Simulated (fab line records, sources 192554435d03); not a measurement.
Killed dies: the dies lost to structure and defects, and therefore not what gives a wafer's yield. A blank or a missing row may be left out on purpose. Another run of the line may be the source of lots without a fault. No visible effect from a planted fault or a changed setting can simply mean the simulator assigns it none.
Split-lot experiment    flow n5-finfet    on a route of 1938 steps: 7 lots, 21 wafers read

## ABOUT THE SPLIT
At N5_SD_EPI_P_COAT_35 (time 60 s, resist thk 35 nm), the setting spin-rpm was moved away from the recipe's 1500 rpm on 7 of the 21 wafers read, by -9.4% to +6.9%. For the rest of the wafers, this setting stayed at what the recipe calls for.

## FROM THE SPLIT TO THE READING: what the file shows between them, 4 steps
- N5_SD_EPI_P_PEB_07: peb time 60 s (also split here: peb-time-s)
- N5_SD_EPI_P_DEVELOP_08: develop time 30 s
- N5_SD_EPI_P_CD_MEAS_09: target cd 240 nm
- N5_SD_EPI_P_DESCUM_14: chemistry O2, time 7.9 s

## THE READING
CAR-ArF-block_of_SD_EPI_P_COAT_03.thk-nm (the simulator's own value, which no gauge read), in nm, at N5_SD_EPI_P_ETCH_36 (etches SiARC in CF4, target depth 45.5 nm, time 75.8 s). There is no usual value for it anywhere in the file. Average 111.3 nm, standard deviation 0.41 nm, over the 14 wafers here run with the recipe.

wafer   tool, chamber at the split  spin-rpm as run, rpm  against the recipe  CAR-ArF-block_of_SD_EPI_P_COAT_03.thk-nm, nm  against lot-mates on the recipe
L074.2  litho-track-04, 0           1500                  recipe              111.2                                         -
L074.5  litho-track-04, 0           1500                  recipe              111.2                                         -
L074.4  litho-track-04, 0           1500                  recipe              110.8                                         -
L079.1  litho-track-01, 0           1383                  -7.8%               109.2                                         -1.8
L079.2  litho-track-01, 0           1383                  -7.8%               109.2                                         -1.8
L079.6  litho-track-01, 0           1500                  recipe              111                                           -
L086.2  litho-track-01, 0           1500                  recipe              111.2                                         -
L086.5  litho-track-01, 0           1500                  recipe              110.6                                         -
L086.6  litho-track-01, 0           1581                  +5.4%               111.2                                         +0.3
L087.1  litho-track-01, 0           1604                  +6.9%               112.2                                         +1.2
L087.3  litho-track-01, 0           1500                  recipe              111                                           -
L087.4  litho-track-01, 0           1604                  +6.9%               112.2                                         +1.2
L088.2  litho-track-03, 0           1500                  recipe              111.4                                         -
L088.4  litho-track-03, 0           1500                  recipe              111.4                                         -
L088.6  litho-track-03, 0           1500                  recipe              111                                           -
L089.1  litho-track-03, 0           1359                  -9.4%               109.8                                         -2.0
L089.3  litho-track-03, 0           1359                  -9.4%               110.4                                         -1.4
L089.5  litho-track-03, 0           1500                  recipe              111.8                                         -
L090.3  litho-track-03, 0           1500                  recipe              112.2                                         -
L090.5  litho-track-03, 0           1500                  recipe              111.8                                         -
L090.6  litho-track-03, 0           1500                  recipe              111.4                                         -

FIT RESULTS
A straight line over all 21 wafers: CAR-ArF-block_of_SD_EPI_P_COAT_03.thk-nm changes by +0.154 nm for each +1% of spin-rpm; r = +0.82; the points scatter about the line by 0.51 nm.
The same after taking each lot's own level away (the mean of its wafers on the recipe; 21 wafers): +0.182 nm for each +1%; r = +0.95; scatter 0.28 nm.
Per that fit: largest spin-rpm move, reading shift of 1.7 nm.
Measured against the standard deviation above, the lots' own levels, which go from 110.90 to 111.80 nm, span 2.2 times it.
Thus the slope moves with the lot-to-lot level: the two fits are different.
Check: for one of the wafers moved furthest among these (-9.4%), held out of the fit, the line's prediction against its lot-mates is -1.72 nm. Against them it came out at -2 nm.

## OTHER SPLITS ON THESE WAFERS
Before the reading, these wafers also passed through other splits. Each is held against what the fit with the lots' levels taken away leaves over:
other split on the same wafers                     wafers away from the commonest value  r with CAR-ArF-block_of_SD_EPI_P_COAT_03.thk-nm (lot level and that fit taken away)
N5_ZERO_LAYER_ETCH_18 icp-w                        9                                     -0.09
N5_PMOS_HMC_CHANNEL_EPI_PEB_07 peb-temp-c          5                                     +0.29
N5_PMOS_HMC_CHANNEL_EPI_DEVELOP_08 develop-time-s  5                                     +0.42
N5_FIN_CUT_COAT_19 spin-rpm                        7                                     -0.31
N5_DUMMY_GATE_CVD_03 temp-c                        6                                     +0.15
N5_DUMMY_GATE_COAT_28 spin-rpm                     5                                     -0.05
N5_DUMMY_GATE_COAT_09 spin-rpm                     5                                     +0.18
N5_SD_EPI_P_PEB_07 peb-time-s                      6                                     +0.12

## THE WHOLE CHAIN: every reading that the file lists as answering this split, in the file's order
step                 what it does                                            reading                                                                                    change (the file's fit)                r (the file's)
N5_SD_EPI_P_COAT_35  time 60 s, resist thk 35 nm                             SiARC_of_SD_EPI_P_COAT_35.thk-nm (the simulator's own value, which no gauge read)          -0.184 nm for each +1% of the setting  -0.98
N5_SD_EPI_P_ETCH_36  etches SiARC in CF4, target depth 45.5 nm, time 75.8 s  etch.depth-nm (the simulator's own value, which no gauge read)                             -0.182 nm for each +1% of the setting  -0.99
N5_SD_EPI_P_ETCH_36  etches SiARC in CF4, target depth 45.5 nm, time 75.8 s  CAR-ArF-block_of_SD_EPI_P_COAT_03.thk-nm (the simulator's own value, which no gauge read)  +0.176 nm for each +1% of the setting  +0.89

## FILE'S OWN FIT
CAR-ArF-block_of_SD_EPI_P_COAT_03.thk-nm changes by +0.176 nm for each +1% of spin-rpm, r = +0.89.
